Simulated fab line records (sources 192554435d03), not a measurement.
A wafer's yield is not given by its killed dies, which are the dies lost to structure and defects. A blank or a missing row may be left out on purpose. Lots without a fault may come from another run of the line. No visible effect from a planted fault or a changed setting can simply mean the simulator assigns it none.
Split-lot trial	flow n5-finfet	on a route of 1938 steps: 7 lots, 21 wafers read

## THE SPLIT ITSELF
At N5_BEOL_M10_TRENCH_ETCH_37 (etches SiCOH lowk in C4F6/O2, target depth 148.83 nm, time 48 s), the setting time-s was moved away from the recipe's 48 s on 5 of the 21 wafers read, by -17.5% to +20.8%. This setting was run at the recipe's value on the other wafers.

## FROM THE SPLIT TO THE READING: what the file shows between them, 2 steps
- N5_BEOL_M10_ETCH_41: etches SiCN in CH3F/O2, target depth 42.6 nm, time 86 s
- N5_BEOL_M10_STRIP_77: strips in N2/H2, time 10 s

## THE READING
trench-depth-nm, in nm, at N5_BEOL_M10_OCD_MEAS_38. A value of 147.1 nm with a standard deviation of 2.7 nm is what fault-free wafers of this fab line usually give.

wafer	tool, chamber at the split	time-s as run, s	against the recipe	trench-depth-nm, nm	against lot-mates on the recipe
L079.1	rie-diel-03, 0	57.97	+20.8%	179.7	+31.7
L079.5	rie-diel-03, 2	57.97	+20.8%	178.9	+30.9
L079.6	rie-diel-03, 1	48	recipe	148.0	-
L081.1	rie-diel-04, 3	48	recipe	147.3	-
L081.2	rie-diel-04, 1	48	recipe	147.5	-
L081.5	rie-diel-04, 3	48	recipe	148.0	-
L084.1	rie-diel-01, 2	44.47	-7.4%	132.9	-10.7
L084.2	rie-diel-01, 0	48	recipe	143.6	-
L084.4	rie-diel-01, 1	44.47	-7.4%	139.3	-4.3
L087.2	rie-diel-04, 3,1	48	recipe	144.9	-
L087.3	rie-diel-04, 3,1	48	recipe	145.0	-
L087.4	rie-diel-04, 2	39.62	-17.5%	119.2	-25.7
L091.2	rie-diel-04, 0	48	recipe	141.9	-
L091.3	rie-diel-04, 3	48	recipe	147.1	-
L091.5	rie-diel-04, 2	48	recipe	150.1	-
L093.2	rie-diel-01, 1	48	recipe	151.0	-
L093.4	rie-diel-01, 0	48	recipe	146.7	-
L093.6	rie-diel-01, 3	48	recipe	152.5	-
L096.1	rie-diel-01, 2	48	recipe	144.2	-
L096.2	rie-diel-01, 1	48	recipe	149.8	-
L096.5	rie-diel-01, 1	48	recipe	150.8	-
The file does not say which wafer passed through which chamber wherever a row lists several chambers: such a row stands for several wafers.

FIT RESULTS
A straight line over all 21 wafers: trench-depth-nm changes by +1.56 nm for each +1% of time-s; r = +0.98; the points scatter about the line by 2.8 nm.
The same after taking each lot's own level away (the mean of its wafers on the recipe; 21 wafers): +1.46 nm for each +1%; r = +0.98; scatter 2.5 nm.
Per that fit: largest time-s move, reading shift of 30 nm.
The lots' own levels span 143.60 to 150.07 nm, that is 2.4 times the standard deviation above.
The two slopes agree, so the slope changes little with the lot-to-lot level.
Check: +30 nm against its lot-mates is what the line predicts for one of the wafers moved furthest among these (+20.8%) when that wafer is left out of the fit. Against them it came out at +31.7 nm.

## ADDITIONAL SPLITS CARRIED BY THESE WAFERS
Other splits were also applied to these wafers ahead of the reading. Each is held against what the fit with the lots' levels taken away leaves over:
other split on the same wafers	wafers away from the commonest value	r with trench-depth-nm (lot level and that fit taken away)
N5_BEOL_M8_DESCUM_33 time-s	8	-0.22
N5_BEOL_M8_TRENCH_ETCH_37 time-s	8	+0.32
N5_BEOL_M9_ETCH_62 time-s	6	-0.25
N5_BEOL_M10_PEB_26 peb-time-s	8	-0.36

## THE WHOLE CHAIN: every reading that the file lists as answering this split, in the file's order
step	what it does	reading	change (the file's fit)	r (the file's)
N5_BEOL_M10_TRENCH_ETCH_37	etches SiCOH lowk in C4F6/O2, target depth 148.83 nm, time 48 s	etch.depth-nm (the simulator's own value, which no gauge read)	+1.46 nm for each +1% of the setting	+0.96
N5_BEOL_M10_TRENCH_ETCH_37	etches SiCOH lowk in C4F6/O2, target depth 148.83 nm, time 48 s	BEOL_M10.feature-depth-nm (the simulator's own value, which no gauge read)	+1.46 nm for each +1% of the setting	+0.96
N5_BEOL_M10_TRENCH_ETCH_37	etches SiCOH lowk in C4F6/O2, target depth 148.83 nm, time 48 s	TiN_of_BEOL_M10_HM_DEP_02.thk-nm (the simulator's own value, which no gauge read)	-0.0555 nm for each +1% of the setting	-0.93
N5_BEOL_M10_OCD_MEAS_38		trench-depth-nm	+1.46 nm for each +1% of the setting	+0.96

## THE FILE'S OWN FIT
trench-depth-nm changes by +1.46 nm for each +1% of time-s, r = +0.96.
